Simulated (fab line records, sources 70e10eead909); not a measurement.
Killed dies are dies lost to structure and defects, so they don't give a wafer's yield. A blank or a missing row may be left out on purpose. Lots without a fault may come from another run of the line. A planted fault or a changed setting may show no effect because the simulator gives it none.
Chamber matching | flow nand_harc | NHARC_A_ONON_D1_DEP_33 on pecvd-01: 3 sister chambers
The step deposits SiO2, target thk 200 nm. 16 wafers are shown with their chamber, then 8 later ones without.

WAFERS WITH THEIR CHAMBER
wafer  | chamber | rf_fwd_power_W (W) | heater_power_w (W) | throttle_valve_pct (%)
L756.3 | 2       | 901.9              | 400                | 15.6
L756.5 | 1       | 895.7              | 574                | 15.4
L756.6 | 0       | 896.5              | 402                | 15.9
L759.1 | 0       | 899.2              | 446                | 15.8
L759.5 | 2       | 900.5              | 538                | 15.9
L759.6 | 1       | 900.5              | 638                | 15.8
L771.2 | 0       | 899.5              | 481                | 15.7
L771.3 | 1       | 901.5              | 474                | 15.9
L771.6 | 1       | 899.2              | 502                | 16.0
L773.1 | 1       | 899.4              | 626                | 15.9
L773.4 | 2       | 899.2              | 479                | 16.3
L773.6 | 1       | 899.0              | 609                | 15.7
L775.1 | 0       | 895.9              | 500                | 15.6
L775.4 | 1       | 897.6              | 500                | 16.0
L775.5 | 0       | 896.4              | 497                | 16.1
L776.1 | 2       | 900.9              | 489                | 16.2

SIGNATURES (means of the wafers above)
reading            | chamber 0 | chamber 1 | chamber 2 | scatter within a chamber
rf_fwd_power_W     | 897.500   | 898.986   | 900.625   | 1.69
heater_power_w     | 465.20    | 560.43    | 476.50    | 58.2
throttle_valve_pct | 15.820    | 15.814    | 16.000    | 0.235
Rule: a wafer's distance from a chamber is the root of the sum, over the readings, of the square of ((its reading less the chamber's mean) divided by the reading's scatter). The wafer belongs to the nearest chamber; if the next one is less than 2 further off, it can't be placed. The scatter: the root of (the sum of the squares of (reading less its chamber's mean) over the shown wafers, divided by (wafers less chambers)).

WAFERS WITHOUT THEIR CHAMBER
wafer  | rf_fwd_power_W (W) | heater_power_w (W) | throttle_valve_pct (%)
L776.3 | 899.2              | 386                | 15.8
L776.5 | 897.9              | 552                | 16.0
L777.2 | 899.2              | 526                | 16.0
L777.4 | 896.7              | 508                | 16.3
L777.5 | 895.5              | 535                | 16.1
L778.1 | 894.3              | 462                | 15.9
L778.4 | 893.1              | 467                | 15.8
L778.5 | 896.1              | 566                | 15.9

WHICH CHAMBER EACH WENT THROUGH
wafer  | from the rows above          | in truth
L776.3 | can't be placed: 0 or 2 or 1 | 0
L776.5 | can't be placed: 1 or 0 or 2 | 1
L777.2 | can't be placed: 1 or 2 or 0 | 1
L777.4 | can't be placed: 0 or 1 or 2 | 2
L777.5 | can't be placed: 0 or 1 or 2 | 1
L778.1 | can't be placed: 0 or 1 or 2 | 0
L778.4 | can't be placed: 0 or 1 or 2 | 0
L778.5 | can't be placed: 1 or 0 or 2 | 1
Placed correctly: 0 of 8. Can't be placed from these rows: 8 (the true chamber is among the candidates in 8). Placed wrongly: 0.
